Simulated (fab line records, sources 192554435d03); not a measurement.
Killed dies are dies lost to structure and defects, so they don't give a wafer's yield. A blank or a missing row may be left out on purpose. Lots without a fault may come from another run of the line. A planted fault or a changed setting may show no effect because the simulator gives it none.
Chamber matching | flow n5_finfet | N5_BEOL_M8_PECVD_70 on pecvd-02: 3 sister chambers
The step deposits SiO2 from TEOS/O2, target thk 20 nm, time 22.7 s. 14 wafers are shown with their chamber, then 7 later ones without.

WAFERS WITH THEIR CHAMBER
wafer  | chamber | showerhead_plenum_p_Torr (Torr) | throttle_valve_pct (%) | heater_power_w (W)
L077.4 | 0       | 8.87                            | 22.7                   | 684
L077.5 | 1       | 8.87                            | 23.4                   | 720
L077.6 | 2       | 8.66                            | 22.3                   | 647
L076.3 | 2       | 8.65                            | 22.2                   | 589
L076.4 | 2       | 8.66                            | 22.3                   | 586
L076.5 | 1       | 8.89                            | 23.6                   | 662
L083.1 | 1       | 8.88                            | 23.7                   | 639
L083.3 | 0       | 8.86                            | 23.1                   | 662
L083.4 | 1       | 8.89                            | 23.7                   | 636
L086.3 | 1       | 8.86                            | 23.8                   | 664
L086.4 | 0       | 8.85                            | 22.8                   | 564
L086.6 | 2       | 8.65                            | 22.5                   | 675
L091.1 | 2       | 8.66                            | 22.4                   | 609
L091.2 | 1       | 8.88                            | 23.7                   | 672

SIGNATURES (means of the wafers above)
reading                  | chamber 0 | chamber 1 | chamber 2 | scatter within a chamber
showerhead_plenum_p_Torr | 8.8600    | 8.8783    | 8.6560    | 0.00955
throttle_valve_pct       | 22.867    | 23.650    | 22.340    | 0.146
heater_power_w           | 636.67    | 665.50    | 621.20    | 41.3
Rule: a wafer's distance from a chamber is the root of the sum, over the readings, of the square of ((its reading less the chamber's mean) divided by the reading's scatter). The wafer belongs to the nearest chamber; if the next one is less than 2 further off, it can't be placed. The scatter: the root of (the sum of the squares of (reading less its chamber's mean) over the shown wafers, divided by (wafers less chambers)).

WAFERS WITHOUT THEIR CHAMBER
wafer  | showerhead_plenum_p_Torr (Torr) | throttle_valve_pct (%) | heater_power_w (W)
L091.3 | 8.86                            | 23.0                   | 679
L091.4 | 8.87                            | 23.5                   | 674
L091.5 | 8.84                            | 22.9                   | 653
L091.6 | 8.65                            | 22.8                   | 617
L097.2 | 8.87                            | 22.9                   | 598
L097.5 | 8.88                            | 23.6                   | 671
L097.6 | 8.65                            | 22.8                   | 593

WHICH CHAMBER EACH WENT THROUGH
wafer  | from the rows above | in truth
L091.3 | 0                   | 0
L091.4 | 1                   | 1
L091.5 | 0                   | 0
L091.6 | 2                   | 2
L097.2 | 0                   | 0
L097.5 | 1                   | 1
L097.6 | 2                   | 2
Placed correctly: 7 of 7. Can't be placed from these rows: 0. Placed wrongly: 0.
